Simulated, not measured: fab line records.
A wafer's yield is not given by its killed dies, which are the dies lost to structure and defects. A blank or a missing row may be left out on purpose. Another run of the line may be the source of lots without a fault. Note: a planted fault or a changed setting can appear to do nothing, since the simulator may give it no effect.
Chamber matching | flow nand harc | NHARC_A_BONDPAD_CMP_19 on cmp-01: 4 sister chambers
The step polishes, t overpolish 30 s, cu recess touch 16 s, target thk 169.82 nm. 8 wafers are shown with their chamber, then 8 later ones without.

## EACH WAFER AND ITS CHAMBER
wafer  | chamber | motor current A (A) | overpolish run s (s)
L074.4 | 2       | 10.8                | 29.993
L078.6 | 2       | 10.3                | 29.998
L080.2 | 1       | 12.9                | 30.004
L083.1 | 1       | 11.6                | 30.002
L088.3 | 0       | 13.0                | 29.984
L088.5 | 3       | 11.6                | 30.010
L088.6 | 0       | 12.1                | 30.000
L091.1 | 3       | 12.0                | 29.990

## WAFERS WITHOUT THEIR CHAMBER
wafer  | motor current A (A) | overpolish run s (s)
L091.3 | 11.8                | 30.005
L091.5 | 12.1                | 30.011
L090.1 | 11.7                | 30.000
L090.2 | 11.3                | 30.014
L090.6 | 11.5                | 30.007
L095.1 | 12.2                | 30.007
L095.3 | 11.6                | 29.984
L095.6 | 11.5                | 29.998

## CHAMBER TAKEN BY EACH
wafer  | from the rows above               | in truth
L091.3 | can't be placed: 3 or 1 or 0 or 2 | 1
L091.5 | can't be placed: 1 or 3 or 0      | 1
L090.1 | can't be placed: 3 or 1 or 0 or 2 | 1
L090.2 | can't be placed: 3 or 1 or 2 or 0 | 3
L090.6 | can't be placed: 3 or 1 or 2 or 0 | 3
L095.1 | can't be placed: 1 or 3 or 0      | 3
L095.3 | can't be placed: 3 or 0 or 2 or 1 | 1
L095.6 | can't be placed: 3 or 1 or 2 or 0 | 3
Placed correctly: 0 of 8. Cannot be placed on the basis of these rows: 8; the candidates contain the true chamber in 8. Wrongly placed: 0.
How it was worked out, from the rows above alone: a wafer's distance from a chamber is the root of the sum, over the readings, of the square of ((its reading less the chamber's mean) divided by the reading's scatter). If the next closest chamber is less than 2 further off than the closest, the wafer can't be placed; otherwise it belongs to the closest. Each chamber's mean is taken over the wafers shown for it. How the scatter is found: for the shown wafers, subtract from each reading the mean of its chamber, square and add these, divide the total by (wafers less chambers), then take the root.
